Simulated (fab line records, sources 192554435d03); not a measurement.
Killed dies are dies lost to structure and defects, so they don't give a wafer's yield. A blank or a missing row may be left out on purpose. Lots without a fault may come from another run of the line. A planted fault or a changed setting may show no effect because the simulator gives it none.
fab line records | flow n5_finfet
record lots=22 wafers=66 last_day=17
route steps=1938 shown BEOL_M2@880
lots that met no fault: from a run of the same line without faults
start_h: hours from the record's first day to the start of the lot's first wafer shown | wait_h: hours since the lot's step before | " the same as in the row above | L1.1+2: a row that stands for several wafers | - no value, or no start given | * or withheld: withheld | < > ~ a bound
route shown NAME@n: a module of which the file shows steps, and the number in the route of the first | usual: mean/standard deviation of fault-free wafers | same: alike in all rows | chamber/n: place in a boat | sites: the reading at each site | _std_site: their standard deviation | _edge_site: outer sites' mean less inner sites' | radius_mm: how far each site lies from the wafer's centre | mask NAME#n: copy n | behind: the tool/chamber that last shaped the wafer | hold: why the lot was held/for how many hours/how that ended | device: the transistor (n, p or np) that didn't switch | end of line: the same wafers' tests at the end of the route | a step without rows: its recipe alone | killed: dies lost to structure and defects at the first sort, not the wafer's yield | map: a wafer's dies, x killed, . not, _ none there
set.NAME: the setting as run; set.NAME@STEP: as run at that earlier step | model.NAME: the simulator's own value behind a step, which no gauge read
steps of the route over a sample of lots; a table a step, a row a wafer
services: from which hour (start_h, from the record's first day; less than 0 if before it) a tool's chamber was out of use, for how many hours, and why
## steps
# step N5_BEOL_M2_ETCH_77
# recipe chemistry=N2/H2 target=underlayer target_depth_a=65 mask_material=CAR-EUV time_s=5.2 ion_energy_ev=200 pressure_mtorr=30 source_w=840 bias_w=150 n2_flow_sccm=200 h2_flow_sccm=200 ends=cleared
# usual drypump_motor_current_A=5.7/0.53 etch_rf_on_time_s=5.20/0.088 oes_product_au=0.66/0.084 rf_vpp_V=522.9/1.5 showerhead_plenum_p_Torr=2.50/0.032 throttle_valve_pct=17.87/0.28
# columns lot.wafer tool chamber start_h wait_h drypump_motor_current_A etch_rf_on_time_s oes_product_au rf_hours_counter_h rf_vpp_V showerhead_plenum_p_Torr throttle_valve_pct
L074.1 rie_diel-01 0 134.07 0.0 6.6 5.17 0.76 31 523.1 2.50 17.37
L074.2 " 3 " " 4.8 5.29 0.64 178 523.3 2.53 18.08
L074.5 " 3 " " 4.8 5.15 0.64 - 522.8 2.53 18.08
L075.1 rie_diel-05 2 137.62 0.0 5.2 5.19 0.62 159 520.7 2.44 17.95
L075.2 " 3 " " 5.8 5.32 0.61 199 524.2 2.51 18.20
L075.3 " 0 " " 5.1 5.30 0.58 221 523.3 2.52 17.87
L076.3 rie_diel-01 3 152.15 0.0 4.8 5.27 0.63 184 524.4 2.53 18.08
L076.4 " 1 " " 5.8 5.18 0.59 - 524.9 2.51 18.00
L076.6 " 3 " " 4.8 5.24 0.63 - 523.8 2.53 18.09
L077.4 rie_diel-01 2 165.62 0.0 5.7 5.13 0.83 3 522.3 2.50 17.76
L077.5 " 0 " " 6.5 5.24 0.74 - 521.7 2.49 17.42
L077.6 " 1 " " 5.8 5.24 0.58 - 521.7 2.51 18.00
L079.2 rie_diel-01 2 168.12 0.0 5.7 5.10 0.84 3 521.8 2.50 17.77
L079.4 " 1 " " 5.7 5.22 0.59 232 522.3 2.51 17.99
L079.6 " 0 " " 6.5 5.21 0.74 - 519.8 2.49 17.41
L080.1 rie_diel-05 3 171.35 0.0 5.7 5.33 0.59 209 522.8 2.51 18.21
L080.4 " 2 " " 5.2 5.19 0.61 - 519.3 2.44 17.99
L080.5 " 0 " " 5.1 5.34 0.58 - 522.5 2.52 17.86
L081.3 rie_diel-01 1 178.57 0.0 5.8 5.27 0.59 235 523.0 2.51 18.01
L081.5 " 0 " " 6.6 5.29 0.73 - 522.0 2.49 17.43
L081.6 " 3 " " 4.8 5.24 0.62 - 525.3 2.52 18.10
L082.1 rie_diel-02 1 184.44 0.0 6.1 5.21 0.62 165 524.0 2.55 17.70
L082.3 " 2 " " 6.0 5.41 0.63 174 523.5 2.54 18.30
L082.5 " 3 " " 6.0 5.12 0.66 - 523.2 2.56 17.75
L084.1 rie_diel-01 3 192.55 0.0 4.8 5.24 0.62 200 522.0 2.52 18.14
L084.3 " 0 " " 6.5 5.15 0.73 51 521.1 2.49 17.44
L084.6 " 0 " " 6.6 5.20 0.73 - 521.7 2.49 17.41
L083.2 rie_diel-02 0 192.83 0.0 5.7 5.14 0.66 117 522.1 2.45 17.78
L083.5 " 2 " " 6.0 5.43 0.61 - 522.8 2.53 18.29
L083.6 " 3 " " 6.1 5.20 0.64 - 523.8 2.56 17.77
L085.1 rie_diel-01 3 205.56 0.0 4.8 5.27 0.62 205 525.2 2.52 18.12
L085.2 " 1 " " 5.7 5.16 0.58 245 523.9 2.50 18.02
L085.3 " 2 " " 5.7 5.07 0.79 17 522.5 2.50 17.80
L086.3 rie_diel-05 0 209.81 0.0 5.1 5.28 0.57 246 524.6 2.51 17.87
L086.4 " 2 " " 5.1 5.12 0.61 188 520.5 2.43 17.99
L086.5 " 1 " " 6.0 5.09 0.83 - 522.1 2.49 17.42
L087.2 rie_diel-02 1 213.98 0.0 6.2 5.18 0.61 175 522.7 2.54 17.74
L087.3 " 0 " " 5.6 5.14 0.66 125 521.8 2.45 17.81
L087.6 " 2 " " 5.9 5.41 0.61 - 523.1 2.53 18.31
L088.2 rie_diel-01 0 222.35 0.0 6.6 5.21 0.72 58 522.9 2.49 17.44
L088.4 " 2 " " 5.7 5.09 0.79 24 523.0 2.49 17.80
L088.6 " 0 " " 6.5 5.23 0.73 - 522.4 2.48 17.46
L090.1 rie_diel-05 3 235.36 0.0 5.8 5.21 0.58 238 522.8 2.50 18.24
L090.2 " 1 " " 6.0 5.07 0.79 13 522.3 2.48 17.44
L090.6 " 2 " " 5.1 5.14 0.60 - 521.6 2.42 18.01
L091.1 rie_diel-02 0 242.29 0.0 5.6 5.10 0.65 133 521.7 2.44 17.83
L091.4 " 1 " " 6.1 5.17 0.60 183 524.9 2.54 17.77
L091.6 " 2 " " 5.9 5.34 0.60 - 523.9 2.53 18.32
L089.2 rie_diel-05 3 242.34 0.0 5.8 5.29 0.58 242 523.1 2.50 18.24
L089.3 " 1 " " 6.0 5.07 0.78 17 524.4 2.48 17.42
L089.6 " 0 " " 5.1 5.10 0.83 - 523.4 2.51 17.49
L092.3 rie_diel-02 3 245.16 0.0 6.1 5.17 0.65 139 523.5 2.55 17.81
L092.4 " 1 " " 6.1 5.24 0.59 184 524.5 2.54 17.75
L092.6 " 0 " " 5.6 5.16 0.66 - 522.5 2.44 17.83
L093.1 rie_diel-05 2 248.86 0.0 5.1 5.16 0.59 205 520.6 2.42 18.03
L093.3 " 0 " " 5.1 5.18 0.84 1 523.2 2.51 17.47
L093.4 " 3 " " 5.8 5.31 0.59 244 524.2 2.50 18.27
L094.1 rie_diel-01 2 259.47 0.0 5.7 5.11 0.76 41 522.4 2.49 17.82
L094.5 " 1 " " 5.7 5.09 0.86 - 523.2 2.50 17.62
L094.6 " 0 " " 6.5 5.16 0.71 - 518.5 2.48 17.51
L095.2 rie_diel-02 2 268.86 0.0 6.0 5.39 0.60 202 522.1 2.52 18.32
L095.5 " 1 " " 6.1 5.19 0.60 - 522.9 2.54 17.76
L095.6 " 0 " " 5.7 5.15 0.65 - 518.8 2.44 17.86
L096.1 rie_diel-02 2 273.62 0.0 6.0 5.35 0.60 204 524.2 2.52 18.31
L096.2 " 1 " " 6.1 5.12 0.60 194 522.3 2.54 17.78
L096.3 " 3 " " 6.1 5.13 0.64 149 523.4 2.55 17.81
# step N5_BEOL_M2_ETCH_69
# recipe chemistry=CF4 target=SiARC target_depth_a=156 mask_material=CAR-EUV time_s=26 ion_energy_ev=80 pressure_mtorr=40 source_w=545 bias_w=36 Ar_flow_sccm=100 cf4_flow_sccm=100 ends=cleared
# usual drypump_motor_current_A=5.7/0.53 etch_rf_on_time_s=26.0/0.45 oes_product_au=0.66/0.084 rf_vpp_V=183.7/0.91 showerhead_plenum_p_Torr=2.110/0.027 throttle_valve_pct=15.65/0.29
# columns lot.wafer tool chamber start_h wait_h drypump_motor_current_A etch_rf_on_time_s oes_product_au rf_hours_counter_h rf_vpp_V showerhead_plenum_p_Torr throttle_valve_pct
L074.1 rie_diel-01 0 134.09 0.0 6.5 25.9 0.76 31 183.3 2.100 15.17
L074.2 " 3 " " 4.8 26.4 0.63 178 184.5 2.135 15.80
L074.5 " 3 " " 4.8 26.3 0.63 - 183.0 2.135 15.81
L075.1 rie_diel-05 2 137.63 0.0 5.2 25.8 0.63 159 181.8 2.053 15.68
L075.2 " 3 " " 5.7 26.5 0.61 199 183.2 2.129 16.03
L075.3 " 0 " " 5.1 26.5 0.59 221 183.2 2.115 15.58
L076.3 rie_diel-01 3 152.17 0.0 4.8 26.0 0.63 184 184.2 2.133 15.82
L076.4 " 1 " " 5.7 25.6 0.60 - 184.1 2.117 15.77
L076.6 " 3 " " 4.8 26.5 0.63 - 183.9 2.133 15.82
L077.4 rie_diel-01 2 165.64 0.0 5.7 25.5 0.84 3 184.0 2.113 15.58
L077.5 " 0 " " 6.5 26.1 0.75 - 183.8 2.096 15.20
L077.6 " 1 " " 5.7 26.0 0.60 - 184.4 2.115 15.77
L079.2 rie_diel-01 2 168.13 0.0 5.7 25.4 0.85 3 181.8 2.112 15.59
L079.4 " 1 " " 5.7 26.1 0.59 232 183.7 2.115 15.77
L079.6 " 0 " " 6.5 26.0 0.74 - 182.4 2.096 15.21
L080.1 rie_diel-05 3 171.37 0.0 5.8 26.3 0.60 209 184.9 2.124 16.07
L080.4 " 2 " " 5.2 25.8 0.62 - 182.6 2.050 15.71
L080.5 " 0 " " 5.1 26.4 0.58 - 183.5 2.114 15.62
L081.3 rie_diel-01 1 178.59 0.0 5.7 25.8 0.59 235 182.8 2.113 15.80
L081.5 " 0 " " 6.6 26.2 0.74 - 183.7 2.094 15.21
L081.6 " 3 " " 4.8 26.3 0.63 - 182.9 2.130 15.85
L082.1 rie_diel-02 1 184.46 0.0 6.1 25.8 0.62 165 184.2 2.140 15.46
L082.3 " 2 " " 6.0 26.5 0.62 174 184.2 2.139 16.06
L082.5 " 3 " " 6.1 25.5 0.66 - 184.4 2.153 15.54
L084.1 rie_diel-01 3 192.57 0.0 4.8 26.2 0.62 200 183.1 2.128 15.86
L084.3 " 0 " " 6.5 26.0 0.74 51 181.7 2.093 15.22
L084.6 " 0 " " 6.5 26.1 0.73 - 182.8 2.094 15.20
L083.2 rie_diel-02 0 192.85 0.0 5.6 26.0 0.67 117 182.8 2.066 15.60
L083.5 " 2 " " 5.9 26.7 0.62 - 184.5 2.139 16.06
L083.6 " 3 " " 6.0 25.6 0.66 - 184.0 2.152 15.54
L085.1 rie_diel-01 3 205.58 0.0 4.8 26.0 0.62 205 183.9 2.126 15.87
L085.2 " 1 " " 5.7 25.9 0.59 245 184.0 2.110 15.81
L085.3 " 2 " " 5.7 25.3 0.80 17 183.8 2.107 15.61
L086.3 rie_diel-05 0 209.82 0.0 5.1 26.5 0.57 246 181.8 2.107 15.64
L086.4 " 2 " " 5.1 25.8 0.62 188 183.0 2.044 15.74
L086.5 " 1 " " 6.0 25.6 0.83 - 183.2 2.107 15.23
L087.2 rie_diel-02 1 213.99 0.0 6.1 25.9 0.61 175 184.7 2.137 15.50
L087.3 " 0 " " 5.6 25.7 0.66 125 183.5 2.064 15.59
L087.6 " 2 " " 6.0 27.0 0.61 - 184.1 2.136 16.09
L088.2 rie_diel-01 0 222.37 0.0 6.5 26.5 0.71 58 183.3 2.091 15.23
L088.4 " 2 " " 5.7 25.8 0.78 24 183.2 2.105 15.63
L088.6 " 0 " " 6.5 26.6 0.72 - 183.5 2.091 15.21
L090.1 rie_diel-05 3 235.38 0.0 5.7 26.2 0.58 238 184.6 2.115 16.12
L090.2 " 1 " " 6.0 25.3 0.80 13 183.4 2.103 15.26
L090.6 " 2 " " 5.1 25.6 0.60 - 184.1 2.041 15.75
L091.1 rie_diel-02 0 242.30 0.0 5.6 25.7 0.65 133 183.1 2.061 15.63
L091.4 " 1 " " 6.1 26.0 0.61 183 183.9 2.134 15.51
L091.6 " 2 " " 6.0 26.9 0.61 - 181.5 2.133 16.10
L089.2 rie_diel-05 3 242.36 0.0 5.8 26.3 0.58 243 183.6 2.114 16.13
L089.3 " 1 " " 6.0 25.4 0.78 17 184.8 2.102 15.26
L089.6 " 0 " " 5.1 25.4 0.85 - 183.1 2.106 15.16
L092.3 rie_diel-02 3 245.17 0.0 6.1 25.5 0.65 139 184.7 2.147 15.58
L092.4 " 1 " " 6.1 25.7 0.61 184 184.9 2.133 15.52
L092.6 " 0 " " 5.6 25.6 0.65 - 183.4 2.061 15.65
L093.1 rie_diel-05 2 248.88 0.0 5.1 26.0 0.60 205 183.5 2.038 15.77
L093.3 " 0 " " 5.1 25.4 0.83 1 184.1 2.105 15.16
L093.4 " 3 " " 5.8 26.3 0.58 244 184.8 2.113 16.13
L094.1 rie_diel-01 2 259.49 0.0 5.7 25.2 0.76 41 184.3 2.100 15.66
L094.5 " 1 " " 5.7 25.4 0.86 - 184.5 2.108 15.33
L094.6 " 0 " " 6.5 25.9 0.71 - 183.2 2.086 15.27
L095.2 rie_diel-02 2 268.87 0.0 5.9 27.0 0.60 202 183.6 2.131 16.12
L095.5 " 1 " " 6.1 26.2 0.60 - 184.6 2.130 15.53
L095.6 " 0 " " 5.7 26.2 0.65 - 184.2 2.059 15.64
L096.1 rie_diel-02 2 273.64 0.0 6.0 26.5 0.60 204 181.8 2.129 16.11
L096.2 " 1 " " 6.1 25.8 0.60 194 183.7 2.129 15.52
L096.3 " 3 " " 6.1 25.6 0.64 149 184.6 2.144 15.59
# step N5_BEOL_M2_ETCH_70
# recipe chemistry=N2/H2 target=SOC target_depth_a=800 overetch_a=240 mask_material=SiARC temp_c=40 time_s=130 ion_energy_ev=200 pressure_mtorr=30 source_w=840 bias_w=150 n2_flow_sccm=200 h2_flow_sccm=200
# usual drypump_motor_current_A=5.7/0.49 oes_product_au=0.57/0.062 rf_vpp_V=522.8/1.2 showerhead_plenum_p_Torr=2.50/0.035 throttle_valve_pct=17.85/0.26
# columns lot.wafer tool chamber start_h wait_h drypump_motor_current_A oes_product_au rf_hours_counter_h rf_vpp_V showerhead_plenum_p_Torr throttle_valve_pct
L074.1 rie_diel-02 0 134.38 0.0 5.6 0.58 97 520.1 2.46 17.71
L074.2 " 1 " " 6.1 0.54 148 523.6 2.56 17.66
L074.5 " 0 " " 5.6 0.59 - 521.8 2.46 17.72
L075.1 rie_diel-01 0 145.61 0.0 6.5 0.66 34 522.4 2.50 17.35
L075.2 " 1 " " 5.7 0.52 222 524.3 2.51 17.95
L075.3 " 3 " " 4.8 0.55 182 524.1 2.53 18.06
L076.3 rie_diel-02 1 156.99 0.0 6.1 0.53 154 524.3 2.55 17.68
L076.4 " 0 " " 5.6 0.57 104 522.2 2.46 17.73
L076.6 " 0 " " 5.7 0.58 - 521.8 2.46 17.73
L077.4 rie_diel-02 3 166.06 0.0 6.1 0.57 112 523.3 2.56 17.68
L077.5 " 2 " " 5.9 0.54 - 523.7 2.54 18.22
L077.6 " 1 " " 6.1 0.53 - 524.7 2.55 17.67
L079.2 rie_diel-01 0 169.79 0.0 6.6 0.64 44 523.6 2.49 17.38
L079.4 " 1 " " 5.7 0.51 232 522.9 2.51 17.95
L079.6 " 1 " " 5.7 0.51 - 523.0 2.51 17.95
L080.1 rie_diel-01 0 178.91 0.0 6.5 0.64 47 522.4 2.49 17.39
L080.4 " 3 " " 4.8 0.54 195 523.3 2.52 18.07
L080.5 " 3 " " 4.8 0.54 - 523.9 2.52 18.07
L081.3 rie_diel-05 2 185.99 0.0 5.1 0.54 177 522.7 2.43 17.94
L081.5 " 2 " " 5.1 0.54 - 522.3 2.43 17.95
L081.6 " 0 " " 5.1 0.50 - 522.9 2.51 17.83
L082.1 rie_diel-02 0 186.15 0.0 5.6 0.58 115 521.3 2.45 17.75
L082.3 " 2 " " 6.0 0.55 175 523.6 2.54 18.24
L082.5 " 3 " " 6.1 0.56 - 525.0 2.56 17.71
L084.1 rie_diel-05 0 200.16 0.0 5.0 0.50 242 524.1 2.51 17.84
L084.3 " 3 " " 5.8 0.52 224 522.7 2.50 18.18
L084.6 " 2 " " 5.2 0.52 - 519.6 2.43 17.95
L083.2 rie_diel-02 1 203.72 0.0 6.2 0.53 171 525.8 2.55 17.70
L083.5 " 2 " " 5.9 0.54 - 523.9 2.53 18.25
L083.6 " 3 " " 6.0 0.56 - 524.8 2.56 17.72
L085.1 rie_diel-01 3 206.90 0.0 4.8 0.54 206 524.5 2.52 18.09
L085.2 " 2 " " 5.7 0.68 17 523.5 2.50 17.74
L085.3 " 1 " " 5.8 0.50 245 523.1 2.50 17.99
L086.3 rie_diel-01 3 211.94 0.0 4.8 0.54 208 523.2 2.52 18.10
L086.4 " 1 " " 5.7 0.50 - 523.5 2.50 17.99
L086.5 " 3 " " 4.8 0.53 - 523.0 2.52 18.10
L087.2 rie_diel-05 2 215.30 0.0 5.2 0.52 191 521.3 2.43 17.96
L087.3 " 1 " " 6.0 0.70 4 522.1 2.49 17.33
L087.6 " 0 " " 5.1 0.49 - 521.1 2.51 17.85
L088.2 rie_diel-01 0 226.55 0.0 6.5 0.62 60 522.8 2.48 17.39
L088.4 " 3 " " 4.8 0.54 - 522.7 2.51 18.11
L088.6 " 0 " " 6.5 0.63 - 521.8 2.48 17.39
L090.1 rie_diel-01 2 236.63 0.0 5.7 0.66 30 522.0 2.49 17.76
L090.2 " 0 " " 6.5 0.62 64 521.8 2.48 17.41
L090.6 " 2 " " 5.7 0.66 - 521.6 2.49 17.76
L091.1 rie_diel-02 2 246.72 0.0 6.0 0.53 193 523.7 2.53 18.28
L091.4 " 3 " " 6.1 0.55 139 524.0 2.55 17.75
L091.6 " 2 " " 5.9 0.53 - 523.9 2.53 18.28
L089.2 rie_diel-05 3 247.15 0.0 5.7 0.51 244 522.7 2.50 18.23
L089.3 " 2 " " 5.1 0.52 205 520.5 2.42 18.00
L089.6 " 3 " " 5.7 0.51 - 522.9 2.50 18.22
L092.3 rie_diel-01 3 247.19 0.0 4.8 0.52 224 524.1 2.51 18.13
L092.4 " 3 " " 4.8 0.53 - 523.7 2.51 18.12
L092.6 " 2 " " 5.7 0.65 - 521.1 2.49 17.76
L093.1 rie_diel-01 0 251.92 0.0 6.5 0.61 72 520.6 2.48 17.45
L093.3 " 2 " " 5.7 0.64 38 523.6 2.49 17.77
L093.4 " 3 " " 4.8 0.52 - 522.6 2.51 18.13
L094.1 rie_diel-05 3 261.65 0.0 5.8 0.50 248 523.1 2.49 18.23
L094.5 " 2 " " 5.2 0.51 - 519.5 2.42 18.00
L094.6 " 3 " " 5.7 0.50 - 522.6 2.49 18.24
L095.2 rie_diel-02 0 273.16 0.0 5.6 0.55 143 522.2 2.44 17.81
L095.5 " 2 " " 5.9 0.53 - 523.3 2.52 18.31
L095.6 " 1 " " 6.2 0.52 - 523.1 2.54 17.72
L096.1 rie_diel-02 2 281.59 0.0 6.0 0.53 208 522.3 2.52 18.32
L096.2 " 3 " " 6.1 0.54 153 522.6 2.54 17.77
L096.3 " 0 " " 5.6 0.55 147 520.6 2.44 17.81
# step N5_BEOL_M2_ANNEAL_80
# recipe temp_c=400 time_s=240 ambient=vacuum
# usual heater_power_w=829/99
# columns lot.wafer tool chamber start_h wait_h heater_power_w
L074.1 pvd_sputter-02 - 136.85 0.0 917
L074.2 " - " " 906
L074.5 " - " " 768
L075.1 pvd_sputter-02 - 147.81 0.0 888
L075.2 " - " " 764
L075.3 " - " " 914
L076.3 pvd_sputter-02 - 158.74 0.0 921
L076.4 " - " " 936
L076.6 " - " " 876
L077.4 pvd_sputter-03 - 167.47 0.0 929
L077.5 " - " " 951
L077.6 " - " " 757
L079.2 pvd_sputter-01 - 172.02 0.0 924
L079.4 " - " " 619
L079.6 " - " " 883
L080.1 pvd_sputter-02 - 180.53 0.0 766
L080.4 " - " " 932
L080.5 " - " " 884
L081.3 pvd_sputter-01 - 187.60 0.0 628
L081.5 " - " " 853
L081.6 " - " " 879
L082.1 pvd_sputter-02 - 189.34 0.0 875
L082.3 " - " " 730
L082.5 " - " " 726
L084.1 pvd_sputter-03 - 202.19 0.0 916
L084.3 " - " " 742
L084.6 " - " " 933
L083.2 pvd_sputter-02 - 206.10 0.0 878
L083.5 " - " " 754
L083.6 " - " " 918
L085.1 pvd_sputter-03 - 208.77 0.0 758
L085.2 " - " " 902
L085.3 " - " " 931
L086.3 pvd_sputter-01 - 214.35 0.0 921
L086.4 " - " " 864
L086.5 " - " " 865
L087.2 pvd_sputter-01 - 219.21 0.0 609
L087.3 " - " " 858
L087.6 " - " " 611
L088.2 pvd_sputter-02 - 228.79 0.0 727
L088.4 " - " " 858
L088.6 " - " " 932
L090.1 pvd_sputter-01 - 238.37 0.0 865
L090.2 " - " " 605
L090.6 " - " " 883
L091.1 pvd_sputter-01 - 248.75 0.0 605
L091.4 " - " " 843
L091.6 " - " " 609
L089.2 pvd_sputter-02 - 250.32 0.0 772
L089.3 " - " " 876
L089.6 " - " " 892
L092.3 pvd_sputter-01 - 250.59 0.0 930
L092.4 " - " " 864
L092.6 " - " " 857
L093.1 pvd_sputter-01 - 253.97 0.0 939
L093.3 " - " " 846
L093.4 " - " " 619
L094.1 pvd_sputter-01 - 263.26 0.0 878
L094.5 " - " " 947
L094.6 " - " " 852
L095.2 pvd_sputter-02 - 275.29 0.0 913
L095.5 " - " " 877
L095.6 " - " " 746
L096.1 pvd_sputter-02 - 283.31 0.0 732
L096.2 " - " " 879
L096.3 " - " " 768
# step N5_BEOL_M2_SPUTTER_92
# recipe material=Cu target_thk_a=45 temp_c=-20 chamber_pressure_pa=0.07 power_w=withheld time_s=8.29
# usual chamber_pressure_pa=0.07/0.00013 throttle_valve_pct=30.4/0.49
# columns lot.wafer tool chamber start_h wait_h chamber_pressure_pa throttle_valve_pct
L074.1 pvd_sputter-02 - 137.87 0.1 0.06984 30.9
L074.2 " - " " 0.07 31.1
L074.5 " - " " 0.06995 30.5
L075.1 pvd_sputter-02 - 148.83 0.1 0.06996 31.0
L075.2 " - " " 0.06985 30.7
L075.3 " - " " 0.07 30.9
L076.3 pvd_sputter-02 - 159.76 0.1 0.07021 30.8
L076.4 " - " " 0.07006 30.9
L076.6 " - " " 0.0701 31.2
L077.4 pvd_sputter-03 - 168.49 0.1 0.07012 30.2
L077.5 " - " " 0.06987 30.6
L077.6 " - " " 0.06993 29.9
L079.2 pvd_sputter-01 - 173.04 0.1 0.0699 30.5
L079.4 " - " " 0.06999 30.3
L079.6 " - " " 0.07004 30.5
L080.1 pvd_sputter-02 - 181.55 0.1 0.0698 30.4
L080.4 " - " " 0.06994 30.9
L080.5 " - " " 0.07001 31.2
L081.3 pvd_sputter-01 - 188.62 0.1 0.06997 30.5
L081.5 " - " " 0.07008 30.5
L081.6 " - " " 0.07009 29.7
L082.1 pvd_sputter-02 - 190.36 0.1 0.07002 30.9
L082.3 " - " " 0.07002 30.5
L082.5 " - " " 0.0701 30.4
L084.1 pvd_sputter-03 - 203.21 0.1 0.06981 30.2
L084.3 " - " " 0.07017 30.1
L084.6 " - " " 0.07001 30.1
L083.2 pvd_sputter-02 - 207.12 0.1 0.07002 31.1
L083.5 " - " " 0.07001 30.6
L083.6 " - " " 0.07029 31.1
L085.1 pvd_sputter-03 - 209.79 0.1 0.06987 29.7
L085.2 " - " " 0.07008 30.5
L085.3 " - " " 0.06996 30.2
L086.3 pvd_sputter-01 - 215.37 0.1 0.0698 30.9
L086.4 " - " " 0.07014 29.9
L086.5 " - " " 0.07009 29.4
L087.2 pvd_sputter-01 - 220.23 0.1 0.06991 30.2
L087.3 " - " " 0.06977 30.5
L087.6 " - " " 0.06991 30.2
L088.2 pvd_sputter-02 - 229.81 0.1 0.06993 30.5
L088.4 " - " " 0.0699 31.0
L088.6 " - " " 0.06971 30.7
L090.1 pvd_sputter-01 - 239.39 0.1 0.07008 29.6
L090.2 " - " " 0.06991 30.3
L090.6 " - " " 0.07005 30.4
L091.1 pvd_sputter-01 - 249.77 0.1 0.0698 30.7
L091.4 " - " " 0.07021 30.4
L091.6 " - " " 0.07007 30.3
L089.2 pvd_sputter-02 - 251.34 0.1 0.06987 30.5
L089.3 " - " " 0.07008 31.0
L089.6 " - " " 0.07031 31.2
L092.3 pvd_sputter-01 - 251.61 0.1 0.07003 30.8
L092.4 " - " " 0.06982 29.6
L092.6 " - " " 0.0702 30.4
L093.1 pvd_sputter-01 - 254.99 0.1 0.06989 31.0
L093.3 " - " " 0.06993 30.6
L093.4 " - " " 0.07033 30.3
L094.1 pvd_sputter-01 - 264.28 0.1 0.06998 30.2
L094.5 " - " " 0.07006 30.7
L094.6 " - " " 0.07008 30.5
L095.2 pvd_sputter-02 - 276.31 0.1 0.07015 30.9
L095.5 " - " " 0.06996 31.1
L095.6 " - " " 0.07006 30.5
L096.1 pvd_sputter-02 - 284.33 0.1 0.06988 30.7
L096.2 " - " " 0.07007 31.5
L096.3 " - " " 0.06994 30.7
# step N5_BEOL_M2_SPUTTER_94
# recipe material=Cu target_thk_a=45 temp_c=-20 chamber_pressure_pa=0.07 power_w=withheld time_s=8.29
# usual chamber_pressure_pa=0.07001/0.00013 throttle_valve_pct=30.4/0.47
# columns lot.wafer tool chamber start_h wait_h chamber_pressure_pa throttle_valve_pct
L074.1 pvd_sputter-02 - 138.09 0.1 0.06985 30.9
L074.2 " - " " 0.07004 31.3
L074.5 " - " " 0.07035 30.5
L075.1 pvd_sputter-02 - 149.05 0.1 0.06987 31.3
L075.2 " - " " 0.07015 30.3
L075.3 " - " " 0.06989 30.9
L076.3 pvd_sputter-02 - 159.98 0.1 0.06978 30.8
L076.4 " - " " 0.06998 30.6
L076.6 " - " " 0.06999 31.1
L077.4 pvd_sputter-03 - 168.71 0.1 0.07006 30.1
L077.5 " - " " 0.06989 30.7
L077.6 " - " " 0.06987 30.3
L079.2 pvd_sputter-01 - 173.26 0.1 0.07019 30.7
L079.4 " - " " 0.06998 30.3
L079.6 " - " " 0.07012 30.4
L080.1 pvd_sputter-02 - 181.77 0.1 0.07013 30.6
L080.4 " - " " 0.06993 30.8
L080.5 " - " " 0.06991 31.1
L081.3 pvd_sputter-01 - 188.84 0.1 0.06997 30.4
L081.5 " - " " 0.07015 30.5
L081.6 " - " " 0.07006 29.7
L082.1 pvd_sputter-02 - 190.58 0.1 0.07006 30.9
L082.3 " - " " 0.07 30.5
L082.5 " - " " 0.06994 30.5
L084.1 pvd_sputter-03 - 203.43 0.1 0.07005 30.2
L084.3 " - " " 0.07016 30.1
L084.6 " - " " 0.06988 30.1
L083.2 pvd_sputter-02 - 207.34 0.1 0.06994 30.9
L083.5 " - " " 0.06993 30.6
L083.6 " - " " 0.06991 31.0
L085.1 pvd_sputter-03 - 210.01 0.1 0.06996 30.0
L085.2 " - " " 0.07004 30.3
L085.3 " - " " 0.06994 30.2
L086.3 pvd_sputter-01 - 215.59 0.1 0.07013 30.7
L086.4 " - " " 0.07015 29.4
L086.5 " - " " 0.06992 29.5
L087.2 pvd_sputter-01 - 220.45 0.1 0.07001 30.5
L087.3 " - " " 0.06987 30.7
L087.6 " - " " 0.06996 30.4
L088.2 pvd_sputter-02 - 230.03 0.1 0.06993 30.6
L088.4 " - " " 0.06982 31.1
L088.6 " - " " 0.07005 31.0
L090.1 pvd_sputter-01 - 239.61 0.1 0.0701 29.5
L090.2 " - " " 0.06979 30.2
L090.6 " - " " 0.07005 30.6
L091.1 pvd_sputter-01 - 249.99 0.1 0.0701 30.2
L091.4 " - " " 0.07009 30.6
L091.6 " - " " 0.07005 30.4
L089.2 pvd_sputter-02 - 251.56 0.1 0.07001 30.6
L089.3 " - " " 0.06993 30.8
L089.6 " - " " 0.06995 31.3
L092.3 pvd_sputter-01 - 251.83 0.1 0.06992 30.6
L092.4 " - " " 0.06988 29.4
L092.6 " - " " 0.06998 30.3
L093.1 pvd_sputter-01 - 255.21 0.1 0.07003 30.8
L093.3 " - " " 0.06995 30.3
L093.4 " - " " 0.06999 30.3
L094.1 pvd_sputter-01 - 264.50 0.1 0.06984 30.5
L094.5 " - " " 0.07006 30.8
L094.6 " - " " 0.06997 30.3
L095.2 pvd_sputter-02 - 276.53 0.1 0.06986 30.9
L095.5 " - " " 0.06992 31.0
L095.6 " - " " 0.06987 30.6
L096.1 pvd_sputter-02 - 284.55 0.1 0.06997 30.3
L096.2 " - " " 0.07013 31.3
L096.3 " - " " 0.07002 30.6
## services
# columns tool chamber start_h hours kind
rie_diel-01 1 126.77 8.7 repair
rie_diel-01 2 136.93 - clean
rie_diel-01 2 136.93 - consumable_replace:focus_ring
rie_diel-01 2 136.93 22.3 scheduled_down
rie_diel-01 2 136.93 22.3 vent_cycle
rie_diel-05 0 141.50 9.7 repair
pvd_sputter-01 - 141.96 1.9 repair
rie_diel-05 1 163.92 15.8 repair
rie_diel-05 1 184.07 - clean
rie_diel-05 1 184.07 - consumable_replace:focus_ring
rie_diel-05 1 184.07 21.9 scheduled_down
rie_diel-05 1 184.07 21.9 vent_cycle
rie_diel-01 0 205.00 10.7 repair
rie_diel-05 3 217.36 2.8 repair
rie_diel-05 0 221.67 - clean
rie_diel-05 0 221.67 - consumable_replace:focus_ring
rie_diel-05 0 221.67 19.9 scheduled_down
rie_diel-05 0 221.67 19.9 vent_cycle
rie_diel-01 1 226.12 7.0 repair
rie_diel-01 1 233.20 - clean
rie_diel-01 1 233.20 - consumable_replace:focus_ring
rie_diel-01 1 233.20 23.2 scheduled_down
rie_diel-01 1 233.20 23.2 vent_cycle
rie_diel-05 - 271.96 10.0 pm
## key
fault none
